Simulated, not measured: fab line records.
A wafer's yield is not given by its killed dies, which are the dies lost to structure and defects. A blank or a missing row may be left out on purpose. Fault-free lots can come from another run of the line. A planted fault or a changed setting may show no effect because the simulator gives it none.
2 desks looking at one fault	flow n5_finfet	only its own numbers are on each desk; what lay behind them is given at the end

== THE TOOL OWNER'S DESK: pecvd-03 ==
The tool's own readings at N5_BEOL_M11_PECVD_70 (deposits SiO2 from TEOS/O2, target thk 20 nm, time 22.7 s): means of the sampled wafers that have a number, for each lot that ran on this tool. Any lot whose mean is over 4 standard deviations away from the usual mean is out of limits and marked OUT; that distance is given in the brackets.
Columns: A = chamber_pressure_Torr at N5_BEOL_M11_PECVD_70, usual 5.499 Torr; B = heater_power_outer_w at N5_BEOL_M11_PECVD_70, usual 404 W; C = heater_power_w at N5_BEOL_M11_PECVD_70, usual 697 W; D = rf_fwd_power_W at N5_BEOL_M11_PECVD_70, usual 444.7 W; E = showerhead_plenum_p_Torr at N5_BEOL_M11_PECVD_70, usual 8.77 Torr; F = throttle_valve_pct at N5_BEOL_M11_PECVD_70, usual 22.6 %
lot	first seen here	A	B	C	D	E	F
L551	day 10 12:22	5.500	442	779	447.8	8.78	23.5
L552	day 10 17:09	5.478	386	679	446.1	8.79	23.2
L560	day 12 22:40	5.499	473	815	443.0	8.79	23.6
L561	day 13 05:39	5.493	385	661	447.8	8.79	21.9
This desk found nothing out of limits on any of the 4 lots.

== THE DEFECT DESK ==
Counts from the inspections along the route, per lot, as means over the sampled wafers that have a number. Any lot whose mean is over 4 standard deviations away from the usual mean is out of limits and marked OUT; that distance is given in the brackets.
Columns: A = raw_defect_count at N5_BEOL_M11_INSPECT_58, usual 73
lot	first seen here	A
L550	day 10 17:07	52
L551	day 10 18:22	49
L552	day 11 01:41	55
L560	day 13 06:41	80
L562	day 13 12:22	59
L561	day 13 13:26	76
L566	day 14 15:35	94
L565	day 14 23:25	75
L567	day 15 01:39	69
L571	day 15 17:49	74
L572	day 15 23:58	69
This desk found nothing out of limits on any of the 11 lots.

== BROUGHT TOGETHER ==
Nothing out of limits was seen by the tool owner's desk.
Nothing out of limits was seen by the defect desk.

== WHAT THE SIMULATOR PUT IN ==
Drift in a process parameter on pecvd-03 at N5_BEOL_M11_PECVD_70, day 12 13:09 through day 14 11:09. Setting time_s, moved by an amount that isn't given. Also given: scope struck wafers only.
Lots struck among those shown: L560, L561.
